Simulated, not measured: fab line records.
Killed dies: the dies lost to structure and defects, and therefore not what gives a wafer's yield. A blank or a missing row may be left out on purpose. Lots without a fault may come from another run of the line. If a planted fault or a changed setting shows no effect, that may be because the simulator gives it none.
A single fault, viewed from 2 desks ; flow n5Finfet ; numbers are kept per desk, each desk with only its own; the story behind them comes last

METROLOGY DESK
What the gauges read, lot by lot, whatever tool the lot ran on: means of the sampled wafers that have a number. If a lot's mean is further than 4 standard deviations from the usual mean, the lot is out of limits and carries the mark OUT (the distance appears in the brackets). 7 of its 10 readings are shown, namely those furthest out on some lot.
Columns: A = DIBL_N at N5_BEOL_M4_RC_MEAS_101, usual 37.2 mV/V; B = IOFF_P at N5_BEOL_M4_RC_MEAS_101, usual 0.24 nA/um; C = ION_P at N5_BEOL_M4_RC_MEAS_101, usual 461 uA/um; D = SS_N at N5_BEOL_M4_RC_MEAS_101, usual 71.8 mV/dec; E = SS_P at N5_BEOL_M4_RC_MEAS_101, usual 73.6 mV/dec; F = VT_N at N5_BEOL_M4_RC_MEAS_101, usual 250 mV; G = VT_P at N5_BEOL_M4_RC_MEAS_101, usual -249 mV
lot;first seen here;A;B;C;D;E;F;G
L626;day 8 10:58;37.8;0.25;465;72.3;73.5;249;-248
L627;day 9 11:11;37.7;0.26;463;72.0;74.4;246;-249
L629;day 9 11:36;37.8;0.24;464;71.7;73.6;249;-246
L632;day 9 15:33;37.4;0.24;464;71.6;73.6;249;-250
L628;day 9 19:04;37.7;0.27;458;72.5;74.1;250;-248
L630;day 9 20:43;38.5;0.25;467;72.1;74.2;251;-249
L631;day 9 22:03;33.4;0.16;452;70.5;72.6;256;-254
L633;day 10 00:31;37.8;0.24;466;71.3;73.5;249;-246
L634;day 10 06:31;38.3;0.26;464;72.1;73.9;250;-247
L636;day 11 02:34;37.2;0.24;458;71.8;73.8;250;-249
L637;day 11 13:14;39.0;0.35;479;72.4;73.6;250;-241
L638;day 11 13:54;35.7;0.24;464;71.8;73.5;247;-248
L639;day 12 05:06;36.8;0.21;457;71.8;73.4;250;-251
L641;day 12 13:00;36.3;0.23;463;70.9;73.4;249;-250
L648;day 14 02:14;32.9;0.16;456;70.4;72.1;254;-254
Result from this desk: across the 15 lots, nothing is out of limits.

DESK OF THE TOOL OWNER: cvdCo-02
The tool's own readings at N5_BEOL_M0_CVD_115 (deposits Co from CCTBA/H2, time 120 s): means of the sampled wafers that have a number, for each lot that ran on this tool. If a lot's mean is further than 4 standard deviations from the usual mean, the lot is out of limits and carries the mark OUT (the distance appears in the brackets).
Columns: A = runLengthS at N5_BEOL_M0_CVD_115, usual 142.8 s
lot;first seen here;A
L626;day 6 06:42;142.6
L630;day 7 05:49;142.4
L631;day 7 10:50;142.4
L632;day 7 15:20;142.6
L633;day 7 21:22;142.6
L636;day 8 21:03;142.5
L638;day 9 07:08;118.5 (-44) OUT
L639;day 9 14:27;119.0 (-43) OUT
L641;day 10 01:43;71.0 (-99 or more) OUT
This desk's verdict: out of limits on L638, L639, L641, starting with L638 at day 9 07:08 (runLengthS at N5_BEOL_M0_CVD_115). L626, L630, L631, L632, L633, L636 stayed within limits.

ALL TOGETHER
An alarm could have come from the tool owner's desk at day 9 07:08, on L638, L639, L641.
Metrology desk: nothing out of limits seen.
The metrology desk holds a record of L638, L639, L641, inside its limits.
N5_BEOL_M0_CVD_115 was run on cvdCo-02 by each of the lots named.

WHAT WAS PUT IN BY THE SIMULATOR
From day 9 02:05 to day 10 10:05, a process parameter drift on cvdCo-02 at N5_BEOL_M0_CVD_115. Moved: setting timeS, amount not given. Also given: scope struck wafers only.
Struck lots among those shown: L638, L639, L641.
How many hours passed from the start of the fault until each desk's first out-of-limits reading: the tool owner's desk, 5.
